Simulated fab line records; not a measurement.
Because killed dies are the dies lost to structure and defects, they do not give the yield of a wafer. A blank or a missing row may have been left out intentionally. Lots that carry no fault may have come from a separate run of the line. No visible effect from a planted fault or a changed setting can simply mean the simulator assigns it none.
fab line records	flow nand-harc
record lots=7	wafers=21	last-day=32
route steps=1302 shown A_CONTACT@1001
lots that met no fault: from a run of the same line without faults
start-h: hours from the record's opening day to when the first of the lot's shown wafers began	wait-h: hours since the lot's step before	" same as the row above	L1.1+2: several wafers, shown together as one row	- value missing, or start not given	* or withheld: withheld	< > ~ a bound
route shown NAME@n: a module of which the file shows steps, and the number in the route of the first	usual: mean/standard deviation taken from wafers without a fault	same: alike in all rows	chamber/n: place in a boat	sites: each site's reading	_std_site: the values' standard deviation	_edge_site: outer sites' mean less inner sites'	radius-mm: how far each site lies from the wafer's centre	mask NAME#n: copy n	behind: the tool/chamber that last shaped the wafer	hold: what put the lot on hold/how long, in hours/how the hold closed	device: the transistor (n, p or np) that didn't switch	end of line: the same wafers' tests at the end of the route	a step with no rows: only its recipe	killed: not the wafer's yield, but the dies lost to structure and defects at the first sort	map: the dies of a wafer, with x for killed, . for not killed, _ for no die there
set.NAME: the setting the step ran with; set.NAME@STEP: the setting that earlier step ran with	model.NAME: the simulator's own value behind a step, which no gauge read
lots seen at some steps along the route; tables by step, rows by wafer
services: the hour from which a tool's chamber was out of use, counted from the record's first day as start-h (under 0 if before that day), plus the number of hours and why
## steps
# step NHARC_A_CONTACT_ETCH_48
# recipe target-depth-a=390	over-etch-frac=0.3	time-s=65	ion-energy-ev=80	cf4-flow-sccm=150	ar-flow-sccm=0	rf-w=300	bias-w=100	chemistry=CF4
# step NHARC_A_CONTACT_ETCH_49
# recipe target-depth-a=2600	over-etch-frac=0.3	time-s=475.3	ion-energy-ev=200	n2-flow-sccm=150	h2-flow-sccm=150	ar-flow-sccm=0	rf-w=400	bias-w=150	chemistry=N2/H2
# usual bias-w=150.0/0.47	chamber-pressure-mTorr=29.999/0.028	drypump-motor-current-A=5.8/0.41	mfc-ar-sccm=0.005/0.0092	n2-flow-sccm=150.0/0.46	oes-product-au=1.000/0.0085	rf-vpp-V=429.5/2	showerhead-plenum-p-Torr=2.00/0.062	throttle-valve-pct=14.171/0.0092
lot.wafer	tool	chamber	start-h	wait-h	bias-w	chamber-pressure-mTorr	drypump-motor-current-A	mfc-ar-sccm	n2-flow-sccm	oes-product-au	rf-hours-counter-h	rf-vpp-V	showerhead-plenum-p-Torr	throttle-valve-pct
L266.4	rie-diel-04	1	-	-	150.7	30.040	5.7	0.007	149.5	0.997	43	430.9	2.02	14.181
L266.3	"	3	"	"	149.9	29.963	6.2	0	150.3	0.997	45	428.1	1.90	14.172
L266.6	"	1	"	"	149.8	29.984	5.7	0.007	149.9	1.008	-	431.0	2.02	14.180
L268.1	rie-diel-04	3	-	-	149.9	29.988	6.2	0	149.9	0.999	50	426.8	1.90	14.155
L268.4	"	3	"	"	149.3	30.018	6.2	0	149.9	0.998	-	426.9	1.90	14.162
L268.6	"	1	"	"	149.8	29.993	5.7	0.007	149.3	0.991	-	430.0	2.02	14.178
L267.1	rie-diel-12	1	-	-	149.9	29.912	6.3	0	150.3	0.995	14	431.0	2.05	14.166
L267.5	"	1	"	"	149.7	29.996	6.3	0	150.0	1.014	-	431.7	2.05	14.168
L267.4	"	3	"	"	149.3	30.006	5.8	0.007	149.6	1.005	-	426.4	1.89	14.168
L280.1	rie-diel-12	3	-	-	150.4	30.029	5.8	0.007	149.9	0.998	6	426.2	1.89	14.164
L280.4	"	0	"	"	150.5	29.971	5.8	0	149.2	0.990	5	431.1	2.06	14.176
L280.3	"	2	"	"	149.7	30.013	5.2	0	149.9	0.998	5	429.8	2.01	14.168
L281.4	rie-diel-12	0	-	-	149.5	29.977	5.8	0	149.7	0.999	7	431.1	2.06	14.175
L281.1	"	1	"	"	149.7	30.023	6.3	0	150.0	0.996	6	431.7	2.04	14.174
L281.2	"	2	"	"	150.0	29.994	5.2	0	150.3	0.981	6	429.9	2.01	14.187
L285.1	rie-diel-12	2	-	-	150.1	29.985	5.2	0	150.1	0.992	11	427.3	2.01	14.152
L285.3	"	3	"	"	150.6	29.983	5.8	0.007	149.6	0.996	11	425.3	1.88	14.184
L285.6	"	3	"	"	149.7	30.026	5.8	0.007	149.5	0.988	-	426.8	1.88	14.177
L283.4	rie-diel-07	3	-	-	149.9	30.000	5.4	0.028	150.2	1.008	12	432.7	2.04	14.184
L283.5	"	2	"	"	150.1	29.953	6.7	0.003	150.5	1.005	-	431.5	2.04	14.190
L283.6	"	3	"	"	149.5	30.016	5.3	0.028	150.1	1.012	-	431.0	2.04	14.191
# step NHARC_A_CONTACT_ETCH_50
# recipe target-depth-a=1210	time-s=60.5	cf4-flow-sccm=100	chf3-flow-sccm=30	ar-flow-sccm=0	rf-w=500	bias-w=200	chemistry=CF4/CHF3
# step NHARC_A_CONTACT_ETCH_51
# recipe target-depth-a=70000	over-etch-frac=0.3	time-s=1820	ion-energy-ev=150	o2-flow-sccm=400	cos-flow-sccm=20	ar-flow-sccm=0	rf-w=500	bias-w=300	chemistry=O2/COS
# step NHARC_A_CONTACT_ETCH_111
# recipe source-w=withheld	pressure-mtorr=20	bias-v=withheld	time-s=140	target-depth-a=7000	ar-flow-sccm=withheld	c4f8-flow-sccm=withheld	o2-flow-sccm=withheld	chemistry=C4F8/O2/Ar
# step NHARC_A_CONTACT_ETCH_112
# recipe source-w=withheld	pressure-mtorr=20	bias-v=3000	time-s=190	target-depth-a=18500	ar-flow-sccm=withheld	c4f8-flow-sccm=withheld	o2-flow-sccm=withheld	chemistry=C4F8/O2/Ar
# usual chamber-pressure-mTorr=19.999/0.017	oes-air-line-au=0.998/0.022
lot.wafer	tool	chamber	start-h	wait-h	chamber-pressure-mTorr	oes-air-line-au	rf-hours-counter-h
L266.3	har-cap-etch-01	1	518.32	0.2	19.992	1.000	-
L266.4	"	0	"	"	20.009	1.025	-
L266.6	"	1	"	"	19.999	0.980	-
L268.1	har-cap-etch-02	1	529.28	0.2	20.012	0.970	90
L268.4	"	1	"	"	19.975	1.019	-
L268.6	"	0	"	"	20.049	1.028	-
L267.1	har-cap-etch-01	1	540.25	0.2	20.019	0.952	5
L267.4	"	1	"	"	19.978	0.968	-
L267.5	"	0	"	"	20.007	1.006	-
L280.1	har-cap-etch-02	1	670.63	0.2	19.994	0.973	110
L280.4	"	0	"	"	19.993	1.005	-
L280.3	"	1	"	"	20.000	0.983	-
L281.1	har-cap-etch-02	0	682.92	0.2	19.996	1.033	112
L281.2	"	1	"	"	20.020	1.014	112
L281.4	"	1	"	"	19.991	0.993	-
L285.1	har-cap-etch-01	1	698.90	0.2	20.017	1.005	31
L285.3	"	0	"	"	19.975	0.994	-
L285.6	"	1	"	"	19.970	0.970	-
L283.4	har-cap-etch-02	1	699.46	0.2	20.015	1.021	-
L283.5	"	1	"	"	20.020	0.945	-
L283.6	"	0	"	"	19.988	1.033	-
# step NHARC_A_CONTACT_ETCH_113
# recipe source-w=withheld	pressure-mtorr=20	bias-v=3000	time-s=190	target-depth-a=18500	ar-flow-sccm=withheld	c4f8-flow-sccm=withheld	o2-flow-sccm=withheld	chemistry=C4F8/O2/Ar
# usual chamber-pressure-mTorr=19.999/0.019	oes-air-line-au=1.001/0.023
lot.wafer	tool	chamber	start-h	wait-h	chamber-pressure-mTorr	oes-air-line-au	rf-hours-counter-h
L266.3	har-cap-etch-01	1	518.49	0.1	20.003	0.982	-
L266.4	"	0	"	"	19.986	1.011	-
L266.6	"	1	"	"	19.967	0.997	-
L268.1	har-cap-etch-02	1	529.45	0.1	19.998	1.025	90
L268.4	"	1	"	"	19.993	1.032	-
L268.6	"	0	"	"	19.987	0.991	-
L267.1	har-cap-etch-01	1	540.42	0.1	19.989	1.029	5
L267.4	"	1	"	"	19.978	0.999	-
L267.5	"	0	"	"	19.983	1.025	-
L280.1	har-cap-etch-02	1	670.80	0.1	20.011	1.014	110
L280.4	"	0	"	"	19.999	0.992	-
L280.3	"	1	"	"	19.993	1.013	-
L281.1	har-cap-etch-02	0	683.10	0.1	19.979	0.997	112
L281.2	"	1	"	"	19.951	0.973	112
L281.4	"	1	"	"	19.997	0.981	-
L285.1	har-cap-etch-01	1	699.06	0.1	19.982	0.999	31
L285.3	"	0	"	"	20.020	1.006	-
L285.6	"	1	"	"	20.001	0.996	-
L283.4	har-cap-etch-02	1	699.63	0.1	19.985	1.004	-
L283.5	"	1	"	"	20.001	0.991	-
L283.6	"	0	"	"	19.971	0.963	-
# step NHARC_A_CONTACT_ETCH_114
# recipe source-w=withheld	pressure-mtorr=20	bias-v=3000	time-s=190	target-depth-a=18500	ar-flow-sccm=withheld	c4f8-flow-sccm=withheld	o2-flow-sccm=withheld	chemistry=C4F8/O2/Ar
# usual chamber-pressure-mTorr=20.001/0.019	oes-air-line-au=1.004/0.022
lot.wafer	tool	chamber	start-h	wait-h	chamber-pressure-mTorr	oes-air-line-au	rf-hours-counter-h
L266.3	har-cap-etch-01	1	518.66	0.1	19.968	0.973	-
L266.4	"	0	"	"	19.984	0.971	-
L266.6	"	1	"	"	20.000	1.004	-
L268.1	har-cap-etch-02	1	529.62	0.1	19.975	0.974	90
L268.4	"	1	"	"	20.038	0.991	-
L268.6	"	0	"	"	19.994	1.029	-
L267.1	har-cap-etch-01	1	540.59	0.1	20.002	1.022	5
L267.4	"	1	"	"	20.017	1.034	-
L267.5	"	0	"	"	20.021	1.006	-
L280.1	har-cap-etch-02	1	670.97	0.1	19.975	0.967	110
L280.4	"	0	"	"	19.989	1.014	-
L280.3	"	1	"	"	20.021	0.999	-
L281.1	har-cap-etch-02	0	683.27	0.1	19.995	0.990	112
L281.2	"	1	"	"	20.028	1.048	112
L281.4	"	1	"	"	19.960	1.065	-
L285.1	har-cap-etch-01	1	699.24	0.1	20.017	1.010	32
L285.3	"	0	"	"	20.002	0.997	-
L285.6	"	1	"	"	19.982	0.983	-
L283.4	har-cap-etch-02	1	699.80	0.1	19.999	0.975	-
L283.5	"	1	"	"	20.015	0.976	-
L283.6	"	0	"	"	19.998	1.016	-
# step NHARC_A_CONTACT_ETCH_115
# recipe source-w=withheld	pressure-mtorr=20	bias-v=3000	time-s=190	target-depth-a=18500	ar-flow-sccm=withheld	c4f8-flow-sccm=withheld	o2-flow-sccm=withheld	chemistry=C4F8/O2/Ar
# usual chamber-pressure-mTorr=20.001/0.018	oes-air-line-au=1.004/0.02
lot.wafer	tool	chamber	start-h	wait-h	chamber-pressure-mTorr	oes-air-line-au	rf-hours-counter-h
L266.3	har-cap-etch-01	1	518.83	0.1	20.010	1.037	-
L266.4	"	0	"	"	19.989	0.990	-
L266.6	"	1	"	"	19.999	1.026	-
L268.1	har-cap-etch-02	1	529.79	0.1	20.016	1.006	90
L268.4	"	1	"	"	20.012	1.018	-
L268.6	"	0	"	"	19.991	1.036	-
L267.1	har-cap-etch-01	1	540.76	0.1	20.015	1.002	6
L267.4	"	1	"	"	19.974	1.005	-
L267.5	"	0	"	"	20.002	1.035	-
L280.1	har-cap-etch-02	1	671.14	0.1	19.977	1.028	110
L280.4	"	0	"	"	20.012	1.020	-
L280.3	"	1	"	"	20.009	0.966	-
L281.1	har-cap-etch-02	0	683.44	0.1	19.998	0.995	112
L281.2	"	1	"	"	19.994	0.999	112
L281.4	"	1	"	"	19.987	0.966	-
L285.1	har-cap-etch-01	1	699.41	0.1	20.009	1.009	32
L285.3	"	0	"	"	19.980	1.011	-
L285.6	"	1	"	"	19.980	0.997	-
L283.4	har-cap-etch-02	1	699.97	0.1	19.996	1.027	-
L283.5	"	1	"	"	20.023	1.021	-
L283.6	"	0	"	"	19.989	0.995	-
# step NHARC_A_CONTACT_ETCH_116
# recipe source-w=withheld	pressure-mtorr=20	bias-v=3000	time-s=190	target-depth-a=18500	ar-flow-sccm=withheld	c4f8-flow-sccm=withheld	o2-flow-sccm=withheld	chemistry=C4F8/O2/Ar
# step NHARC_A_CONTACT_ETCH_117
# recipe source-w=withheld	pressure-mtorr=20	bias-v=3000	time-s=190	target-depth-a=18500	ar-flow-sccm=withheld	c4f8-flow-sccm=withheld	o2-flow-sccm=withheld	chemistry=C4F8/O2/Ar
# step NHARC_A_CONTACT_ETCH_118
# recipe source-w=withheld	pressure-mtorr=20	bias-v=3000	time-s=190	target-depth-a=18500	ar-flow-sccm=withheld	c4f8-flow-sccm=withheld	o2-flow-sccm=withheld	chemistry=C4F8/O2/Ar
# step NHARC_A_CONTACT_ETCH_119
# recipe source-w=withheld	pressure-mtorr=20	bias-v=3000	time-s=190	target-depth-a=18500	ar-flow-sccm=withheld	c4f8-flow-sccm=withheld	o2-flow-sccm=withheld	chemistry=C4F8/O2/Ar
# usual chamber-pressure-mTorr=19.999/0.017	oes-air-line-au=0.997/0.02
lot.wafer	tool	chamber	start-h	wait-h	chamber-pressure-mTorr	oes-air-line-au	rf-hours-counter-h
L266.3	har-cap-etch-01	1	519.51	0.1	-	-	-
L266.4	"	0	"	"	-	-	-
L266.6	"	1	"	"	-	-	-
L268.1	har-cap-etch-02	1	530.48	0.1	-	-	-
L268.4	"	1	"	"	-	-	-
L268.6	"	0	"	"	-	-	-
L267.1	har-cap-etch-01	1	541.45	0.1	-	-	-
L267.4	"	1	"	"	-	-	-
L267.5	"	0	"	"	-	-	-
L280.1	har-cap-etch-02	1	671.83	0.1	20.000	1.013	111
L280.4	"	0	"	"	20.033	1.015	-
L280.3	"	1	"	"	20.029	0.982	-
L281.1	har-cap-etch-02	0	684.13	0.1	19.998	0.995	113
L281.2	"	1	"	"	19.981	1.004	113
L281.4	"	1	"	"	19.999	1.025	-
L285.1	har-cap-etch-01	1	700.09	0.1	20.005	1.010	32
L285.3	"	0	"	"	19.999	0.992	-
L285.6	"	1	"	"	20.002	1.003	-
L283.4	har-cap-etch-02	1	700.65	0.1	20.005	0.994	-
L283.5	"	1	"	"	19.978	1.016	-
L283.6	"	0	"	"	19.992	1.011	-
# step NHARC_A_CONTACT_ETCH_120
# recipe source-w=withheld	pressure-mtorr=20	bias-v=3000	time-s=190	target-depth-a=18500	ar-flow-sccm=withheld	c4f8-flow-sccm=withheld	o2-flow-sccm=withheld	chemistry=C4F8/O2/Ar
## services
tool	chamber	start-h	hours	kind
har-cap-etch-01	-	497.03	17.0	pm
har-cap-etch-01	0	497.03	17.0	vent-cycle
har-cap-etch-01	1	497.03	17.0	vent-cycle
rie-diel-12	0	503.44	-	clean
rie-diel-12	1	503.44	-	clean
rie-diel-12	2	503.44	-	clean
rie-diel-12	3	503.44	-	clean
har-cap-etch-01	0	514.03	-	clean
har-cap-etch-01	1	514.03	-	clean
rie-diel-04	0	520.71	8.1	repair
rie-diel-12	0	527.94	-	clean
rie-diel-12	1	527.94	-	clean
rie-diel-12	2	531.48	8.4	repair
rie-diel-04	-	534.29	9.0	pm
rie-diel-04	0	563.20	2.9	repair
rie-diel-04	2	588.21	18.9	repair
rie-diel-12	1	594.74	4.0	repair
rie-diel-12	2	608.01	8.6	repair
rie-diel-12	-	622.52	9.0	pm
rie-diel-07	-	649.81	9.0	pm
rie-diel-07	-	663.00	0.6	repair
rie-diel-04	2	665.57	6.9	repair
rie-diel-04	1	691.42	4.7	repair
rie-diel-04	3	691.99	6.0	repair
## key
first-sign step=NHARC_A_CONTACT_ETCH_119	reading=tool-record	direction=missing
effect none on later readings
met-at NHARC_A_CONTACT_ETCH_119
struck-wafers L266.3,L266.4,L266.6,L267.1,L267.4,L267.5,L268.1,L268.4,L268.6
later-rows-left-out L266.3,L266.4,L266.6,L267.1,L267.4,L267.5,L268.1,L268.4,L268.6
sort-left-out L266.3,L266.4,L266.6,L267.1,L267.4,L267.5,L268.1,L268.4,L268.6
tester-left-out L266,L267,L268
fault kind=skipped-step-whole	tool=har-cap-etch-01,har-cap-etch-02	chamber=-	onset-h=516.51	steps=NHARC_A_CONTACT_ETCH_119	scope=struck-lots-only
# tester-left-out: of these lots the tester's yield and bins aren't shown, on N5 and GAA mostly nor the transistor test; their killed dies are dies lost to structure and defects alone, not to doping, threshold or leakage, so they don't give the yield
# sort-left-out: the simulated sort isn't trusted on such a fault, so these wafers' sort isn't shown, and their yield isn't known
# later-rows-left-out: the simulator's readings of these wafers behind a module that went badly wrong aren't trusted and aren't shown, but for the sort
